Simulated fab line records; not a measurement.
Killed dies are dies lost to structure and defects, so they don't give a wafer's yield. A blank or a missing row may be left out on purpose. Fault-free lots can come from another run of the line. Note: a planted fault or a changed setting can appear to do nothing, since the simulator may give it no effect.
Matching of chambers	flow n5-finfet	rie-diel-04 running N5_BEOL_M14_ETCH_59: 4 sister chambers
The step etches BARC in N2/H2, target depth 89 nm, overetch 26.7 nm, time 67.9 s. 4 wafers are shown with their chamber, then 7 later ones without.

== WAFERS, EACH WITH ITS CHAMBER ==
wafer	chamber	drypump-motor-current-A (A)
L080.4	3	5.25
L090.4	2	5.40
L090.6	0	5.88
L088.5	1	5.94

== WAFERS WITH NO CHAMBER GIVEN ==
wafer	drypump-motor-current-A (A)
L088.6	5.42
L096.1	5.40
L096.2	5.23
L096.5	5.24
L097.4	5.88
L097.5	5.43
L097.6	5.86

== WHICH CHAMBER EACH ONE RAN IN ==
wafer	from the rows above	in truth
L088.6	2	2
L096.1	2	2
L096.2	3	3
L096.5	3	3
L097.4	0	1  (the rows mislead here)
L097.5	2	2
L097.6	0	0
6 of 7 placed correctly. Can't be placed from these rows: 0. Wrongly placed: 1.
How it was worked out, from the rows above alone: a wafer's distance from a chamber is the root of the sum, over the readings, of the square of ((its reading less the chamber's mean) divided by the reading's scatter). If the next closest chamber is less than 2 further off than the closest, the wafer can't be placed; otherwise it belongs to the closest. For every chamber, the mean is computed from those of its wafers that are shown. The scatter (one wafer shown for each chamber): square how far every hidden wafer sits from the nearest shown wafer, average those squares and take the square root.
